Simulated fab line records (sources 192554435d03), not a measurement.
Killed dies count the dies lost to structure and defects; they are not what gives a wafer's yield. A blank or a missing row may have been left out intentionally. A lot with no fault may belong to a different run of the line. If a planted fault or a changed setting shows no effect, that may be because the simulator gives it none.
Lot-split experiment + flow n5 finfet + 21 wafers read across 7 lots, on a route 1938 steps long

## ON THE SPLIT
At N5_BEOL_M4_DESCUM_16 (chemistry O2, time 7 s), the setting time s was moved away from the recipe's 7 s on 5 of the 21 wafers read, by -12.2% to +21.2%. This setting was run at the recipe's value on the other wafers.

## FROM THE SPLIT TO THE READING: what the file shows between them, 1 step
- N5_BEOL_M4_ETCH_74: etches underlayer in N2/H2, target depth 6.5 nm, time 5.2 s

## THE READING
CAR-EUV_of_BEOL_M4_COAT_05.thk nm (the simulator's own value, which no gauge read), in nm, at N5_BEOL_M4_ETCH_63 (etches SiARC in CF4, target depth 15.6 nm, time 26 s). The file does not state a usual value for it. The 16 wafers here that ran the recipe average 11.2 nm, standard deviation 0.21 nm.

| wafer  | tool, chamber at the split | time s as run, s | against the recipe | CAR-EUV_of_BEOL_M4_COAT_05.thk nm, nm | against lot-mates on the recipe |
|--------|----------------------------|------------------|--------------------|---------------------------------------|---------------------------------|
| L074.2 | rie diel-02, 3,1           | 7                | recipe             | 11                                    | -                               |
| L074.3 | rie diel-02, 3,1           | 7                | recipe             | 11                                    | -                               |
| L074.4 | rie diel-02, 2             | 7                | recipe             | 11.2                                  | -                               |
| L076.1 | rie diel-02, 0,1           | 7                | recipe             | 11.2                                  | -                               |
| L076.2 | rie diel-02, 0,1           | 7                | recipe             | 11                                    | -                               |
| L076.4 | rie diel-02, 3             | 8.22             | +17.4%             | 10.6                                  | -0.5                            |
| L081.1 | rie diel-02, 1,2           | 7                | recipe             | 11.2                                  | -                               |
| L081.2 | rie diel-02, 1,2           | 7                | recipe             | 11.2                                  | -                               |
| L081.4 | rie diel-02, 0             | 7                | recipe             | 11                                    | -                               |
| L083.3 | rie diel-01, 0             | 7                | recipe             | 11                                    | -                               |
| L083.4 | rie diel-01, 2,0           | 7                | recipe             | 11.4                                  | -                               |
| L083.6 | rie diel-01, 2,0           | 7                | recipe             | 11.4                                  | -                               |
| L086.2 | rie diel-06, 2             | 7                | recipe             | 11                                    | -                               |
| L086.4 | rie diel-06, 2,3           | 8.486            | +21.2%             | 10.4                                  | -0.6                            |
| L086.5 | rie diel-06, 2,3           | 8.486            | +21.2%             | 10.4                                  | -0.6                            |
| L088.1 | rie diel-06, 3             | 8.264            | +18.1%             | 10.6                                  | -1.0                            |
| L088.3 | rie diel-06, 1,0           | 7                | recipe             | 11.6                                  | -                               |
| L088.4 | rie diel-06, 1,0           | 7                | recipe             | 11.6                                  | -                               |
| L090.2 | rie diel-02, 2             | 6.146            | -12.2%             | 11.8                                  | +0.6                            |
| L090.3 | rie diel-02, 3,2           | 7                | recipe             | 11.4                                  | -                               |
| L090.5 | rie diel-02, 3,2           | 7                | recipe             | 11                                    | -                               |
If several chambers appear in one row, that row covers several wafers at once and the file leaves open which wafer was in which chamber.

FIT RESULTS
A straight line over all 21 wafers: CAR-EUV_of_BEOL_M4_COAT_05.thk nm changes by -0.0378 nm for each +1% of time s; r = -0.86; the points scatter about the line by 0.2 nm.
The same after taking each lot's own level away (the mean of its wafers on the recipe; 21 wafers): -0.0359 nm for each +1%; r = -0.89; scatter 0.16 nm.
The reading moves by 0.76 nm for the largest change in time s, on that fit.
Measured against the standard deviation above, the lots' own levels, which go from 11.00 to 11.60 nm, span 2.8 times it.
So the lot-to-lot level changes the slope little: the two slopes agree.
Check: with one of the wafers moved furthest among these (+21.2%) left out of the fit, the line predicts -0.806 nm for it against its lot-mates. It came out at -0.6 nm against them.

## OTHER SPLITS APPLIED TO THESE WAFERS
Before the reading, these wafers also passed through other splits. Each is held against what the fit with the lots' levels taken away leaves over:
| other split on the same wafers | wafers away from the commonest value | r with CAR-EUV_of_BEOL_M4_COAT_05.thk nm (lot level and that fit taken away) |
|--------------------------------|--------------------------------------|------------------------------------------------------------------------------|
| N5_BEOL_M3_ETCH_64 time s      | 1                                    | -0.17                                                                        |
| N5_BEOL_M4_COAT_62 spin rpm    | 7                                    | +0.31                                                                        |

## THE WHOLE CHAIN: every reading that the file lists as answering this split, in the file's order
| step                 | what it does                                                | reading                                                                            | change (the file's fit)                | r (the file's) |
|----------------------|-------------------------------------------------------------|------------------------------------------------------------------------------------|----------------------------------------|----------------|
| N5_BEOL_M4_DESCUM_16 | chemistry O2, time 7 s                                      | CAR-EUV_of_BEOL_M4_COAT_05.thk nm (the simulator's own value, which no gauge read) | -0.0317 nm for each +1% of the setting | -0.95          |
| N5_BEOL_M4_ETCH_74   | etches underlayer in N2/H2, target depth 6.5 nm, time 5.2 s | CAR-EUV_of_BEOL_M4_COAT_05.thk nm (the simulator's own value, which no gauge read) | -0.0339 nm for each +1% of the setting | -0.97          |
| N5_BEOL_M4_ETCH_63   | etches SiARC in CF4, target depth 15.6 nm, time 26 s        | CAR-EUV_of_BEOL_M4_COAT_05.thk nm (the simulator's own value, which no gauge read) | -0.0381 nm for each +1% of the setting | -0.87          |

## FILE'S OWN FIT
CAR-EUV_of_BEOL_M4_COAT_05.thk nm changes by -0.0381 nm for each +1% of time s, r = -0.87.
